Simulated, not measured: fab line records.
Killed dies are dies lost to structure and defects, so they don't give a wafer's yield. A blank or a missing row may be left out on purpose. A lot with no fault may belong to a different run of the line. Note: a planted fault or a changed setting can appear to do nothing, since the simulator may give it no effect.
Which tool is to blame? + flow n5_finfet + 30 wafers from 10 lots sampled at 4 of the route's 1938 steps

WHAT EACH GAUGE READ, for each wafer
N5_BEOL_M10_CD_MEAS_18: pitch 140 nm, target cd 70 nm. Usual: cd_nm at 70.1 nm, with a standard deviation of 0.62.
| lot  | measured     | on        | cd_nm (nm)     | flag |
|------|--------------|-----------|----------------|------|
| L581 | day 9 12:19  | cd_sem-01 | 70.3 70.2 70.3 |      |
| L583 | day 9 18:34  | cd_sem-03 | 69.1 68.9 69.0 |      |
| L584 | day 10 20:28 | cd_sem-02 | 69.7 70.6 70.4 |      |
| L586 | day 11 02:37 | cd_sem-01 | 70.0 69.9 69.3 |      |
| L587 | day 11 09:25 | cd_sem-01 | 69.5 69.7 70.3 |      |
| L593 | day 13 02:35 | cd_sem-01 | 70.3 70.3 70.0 |      |
| L600 | day 14 10:00 | cd_sem-01 | 70.3 71.0 71.0 |      |
| L601 | day 14 18:31 | cd_sem-02 | 69.9 70.0 69.8 |      |
| L602 | day 14 23:05 | cd_sem-01 | 71.0 70.3 70.6 |      |
| L603 | day 15 18:34 | cd_sem-02 | 70.7 69.6 69.5 |      |

WHAT TOOL EACH LOT RAN ON (gives the tool, then ch and the chambers of the sampled wafers, and finally the start)
| lot  | N5_BEOL_M10_ILD_DEP_00          | N5_BEOL_M10_ETCH_61                | N5_BEOL_M10_STRIP_19               |
|------|---------------------------------|------------------------------------|------------------------------------|
| L581 | pecvd-01 ch 0,1, day 9 09:53    | rie_diel-05 ch 1,3, day 9 11:54    | rie_diel-03 ch 0,1,2, day 9 12:15  |
| L583 | pecvd-01 ch 0,1, day 9 15:45    | rie_diel-03 ch 1,2,3, day 9 18:09  | rie_diel-03 ch 0,2,3, day 9 18:30  |
| L584 | pecvd-01 ch 0,1,2, day 10 17:40 | rie_diel-03 ch 0,1,2, day 10 20:02 | rie_diel-06 ch 2,3, day 10 20:24   |
| L586 | pecvd-02 ch 0,2, day 11 00:07   | rie_diel-05 ch 0,1,3, day 11 02:12 | rie_diel-03 ch 0,3, day 11 02:33   |
| L587 | pecvd-04 ch 0,1,2, day 11 07:29 | rie_diel-06 ch 1,2, day 11 09:00   | rie_diel-06 ch 1,2, day 11 09:20   |
| L593 | pecvd-04 ch 0,2, day 12 23:46   | rie_diel-03 ch 1,2,3, day 13 02:10 | rie_diel-03 ch 1,2,3, day 13 02:31 |
| L600 | pecvd-01 ch 1,2, day 14 05:50   | rie_diel-03 ch 0,1, day 14 09:21   | rie_diel-03 ch 1,2, day 14 09:56   |
| L601 | pecvd-04 ch 0,1, day 14 16:46   | rie_diel-03 ch 0,2,3, day 14 18:06 | rie_diel-06 ch 0,2, day 14 18:27   |
| L602 | pecvd-04 ch 0,1,2, day 14 18:33 | rie_diel-05 ch 0,1,2, day 14 22:39 | rie_diel-06 ch 0,1,2, day 14 23:01 |
| L603 | pecvd-02 ch 0,1,2, day 15 15:41 | rie_diel-05 ch 1,2,3, day 15 18:08 | rie_diel-03 ch 0,1,3, day 15 18:29 |
- N5_BEOL_M10_ILD_DEP_00: deposits SiCOH lowk from DEMS/porogen, target thk 308.51 nm, time 58 s.
- N5_BEOL_M10_ETCH_61: etches SiARC in CF4, target depth 39 nm, time 65 s.
- N5_BEOL_M10_STRIP_19: strips in O2.

AS READ BY THE TOOLS THEMSELVES (means over the sampled wafers that have a number; for cases with no such wafer, the mark the record gives instead)
N5_BEOL_M10_ILD_DEP_00. Usual: heater_power_w 321 W, standard deviation 44; rf_fwd_power_W 496.1 W, standard deviation 1.7; showerhead_plenum_p_Torr 5.743 Torr, standard deviation 0.014; throttle_valve_pct 13.8 %, standard deviation 0.82.
| lot  | tool     | heater_power_w (W) | rf_fwd_power_W (W) | showerhead_plenum_p_Torr (Torr) | throttle_valve_pct (%) | flag |
|------|----------|--------------------|--------------------|---------------------------------|------------------------|------|
| L581 | pecvd-01 | 292                | 497.5              | 5.732                           | 13.7                   |      |
| L583 | pecvd-01 | 361                | 494.3              | 5.749                           | 13.8                   |      |
| L584 | pecvd-01 | 303                | 497.5              | 5.749                           | 14.0                   |      |
| L586 | pecvd-02 | 301                | 495.8              | 5.751                           | 14.0                   |      |
| L587 | pecvd-04 | 310                | 495.3              | 5.741                           | 13.7                   |      |
| L593 | pecvd-04 | 325                | 496.0              | 5.737                           | 13.2                   |      |
| L600 | pecvd-01 | 317                | 497.2              | 5.758                           | 13.0                   |      |
| L601 | pecvd-04 | 311                | 496.3              | 5.746                           | 14.5                   |      |
| L602 | pecvd-04 | 301                | 496.2              | 5.742                           | 13.7                   |      |
| L603 | pecvd-02 | 322                | 495.3              | 5.743                           | 14.3                   |      |

N5_BEOL_M10_ETCH_61. Usual: bias_w 36.00 W, standard deviation 0.1; cf4_flow_sccm 100.0 sccm, standard deviation 0.3; drypump_motor_current_A 5.6 A, standard deviation 0.4; etch_rf_on_time_s 64.5 s, standard deviation 1.3; oes_product_au 0.67 a.u., standard deviation 0.068; rf_fwd_power_W 539.4 W, standard deviation 2.2; rf_vpp_V 183.7 V, standard deviation 1.1; showerhead_plenum_p_Torr 2.12 Torr, standard deviation 0.066; throttle_valve_pct 15.60 %, standard deviation 0.13.
| lot  | tool        | bias_w (W) | cf4_flow_sccm (sccm) | drypump_motor_current_A (A) | etch_rf_on_time_s (s) | oes_product_au (a.u.) | rf_fwd_power_W (W) | rf_vpp_V (V) | showerhead_plenum_p_Torr (Torr) | throttle_valve_pct (%) | flag |
|------|-------------|------------|----------------------|-----------------------------|-----------------------|-----------------------|--------------------|--------------|---------------------------------|------------------------|------|
| L581 | rie_diel-05 | 36.02      | 99.6                 | 5.2                         | 64.2                  | 0.67                  | 538.2              | 184.2        | 2.11                            | 15.64                  |      |
| L583 | rie_diel-03 | 36.11      | 100.2                | 5.7                         | 63.8                  | 0.73                  | 542.0              | 183.6        | 2.10                            | 15.56                  |      |
| L584 | rie_diel-03 | 36.00      | 99.8                 | 5.9                         | 63.4                  | 0.69                  | 540.7              | 184.4        | 2.10                            | 15.63                  |      |
| L586 | rie_diel-05 | 36.08      | 100.2                | 5.4                         | 64.3                  | 0.66                  | 538.8              | 182.5        | 2.11                            | 15.69                  |      |
| L587 | rie_diel-06 | 36.05      | 100.1                | 5.6                         | 65.2                  | 0.73                  | 537.0              | 184.2        | 2.22                            | 15.36                  |      |
| L593 | rie_diel-03 | 35.98      | 99.9                 | 5.7                         | 63.5                  | 0.69                  | 541.7              | 184.0        | 2.09                            | 15.63                  |      |
| L600 | rie_diel-03 | 35.96      | 69.8                 | 5.8                         | 67.3                  | 0.66                  | 541.4              | 184.3        | 1.88                            | 14.43                  | OFF  |
| L601 | rie_diel-03 | 36.02      | 69.9                 | 6.0                         | 67.0                  | 0.64                  | 538.7              | 182.9        | 1.84                            | 14.42                  | OFF  |
| L602 | rie_diel-05 | 35.98      | 100.1                | 5.5                         | 65.0                  | 0.59                  | 539.0              | 184.3        | 2.13                            | 15.68                  |      |
| L603 | rie_diel-05 | 35.98      | 100.1                | 5.4                         | 65.4                  | 0.62                  | 539.8              | 184.4        | 2.13                            | 15.65                  |      |

N5_BEOL_M10_STRIP_19. Usual: drypump_motor_current_A 5.7 A, standard deviation 0.41; oes_product_au 0.80 a.u., standard deviation 0.088; rf_vpp_V 3.7 V, standard deviation 0.58; showerhead_plenum_p_Torr 2.08 Torr, standard deviation 0.077; throttle_valve_pct 16.67 %, standard deviation 0.15.
| lot  | tool        | drypump_motor_current_A (A) | oes_product_au (a.u.) | rf_vpp_V (V) | showerhead_plenum_p_Torr (Torr) | throttle_valve_pct (%) | flag |
|------|-------------|-----------------------------|-----------------------|--------------|---------------------------------|------------------------|------|
| L581 | rie_diel-03 | 5.9                         | 0.83                  | 4.0          | 2.07                            | 16.77                  |      |
| L583 | rie_diel-03 | 6.0                         | 0.80                  | 3.4          | 2.03                            | 16.70                  |      |
| L584 | rie_diel-06 | 6.1                         | 0.77                  | 3.1          | 2.07                            | 16.59                  |      |
| L586 | rie_diel-03 | 5.8                         | 0.83                  | 3.2          | 2.03                            | 16.64                  |      |
| L587 | rie_diel-06 | 5.6                         | 0.85                  | 3.9          | 2.18                            | 16.44                  |      |
| L593 | rie_diel-03 | 5.7                         | 0.81                  | 4.2          | 2.06                            | 16.74                  |      |
| L600 | rie_diel-03 | 5.9                         | 0.75                  | 3.9          | 2.05                            | 16.84                  |      |
| L601 | rie_diel-06 | 5.2                         | 0.89                  | 3.7          | 2.18                            | 16.60                  |      |
| L602 | rie_diel-06 | 5.4                         | 0.82                  | 3.6          | 2.15                            | 16.55                  |      |
| L603 | rie_diel-03 | 5.7                         | 0.80                  | 3.9          | 2.06                            | 16.78                  |      |

THE ANSWER, worked out from the rows above alone
Rule: lot off if the mean of its wafers having a number is beyond 3 standard deviations from the usual mean. A lot without any number at a reading at which 4 lots or more have one is off too. Where the step has rows for the other lots, those lots are counted as sound. Order of review: gauges by route order, followed by the tools' own readings, for which a lot's mean as printed above is used. The first step at which some lot is off is used, and at that step the reading that is off furthest; a lot without a number counts as furthest.
Off, at N5_BEOL_M10_ETCH_61 on cf4_flow_sccm: L600, L601.
A tool fits if, at that step or a process step before it, it ran every lot that is off, and no sound lot after the first of them. One fits: rie_diel-03 at N5_BEOL_M10_ETCH_61. A fault onset in the window from L593 (day 13 02:10, its last sound lot) to L600 (day 14 09:21, its first lot off) fits.
The tool's own readings at N5_BEOL_M10_ETCH_61 bear it out: on the lots that are off they differ by more than 5 times the standard deviation of the sound lots' means. cf4_flow_sccm reads 69.8 sccm there against 100.0 sccm on the sound lots; showerhead_plenum_p_Torr reads 1.86 Torr there against 2.12 Torr on the sound lots; throttle_valve_pct reads 14.43 % there against 15.61 % on the sound lots.

WHAT HAD BEEN PUT IN BY THE SIMULATOR
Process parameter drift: rie_diel-03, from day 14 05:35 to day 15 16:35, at N5_BEOL_M10_ETCH_61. Setting cf4_flow_sccm, moved by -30, from 100. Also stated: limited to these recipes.
Struck lots among those shown: L600, L601. Same finding as the rule above.
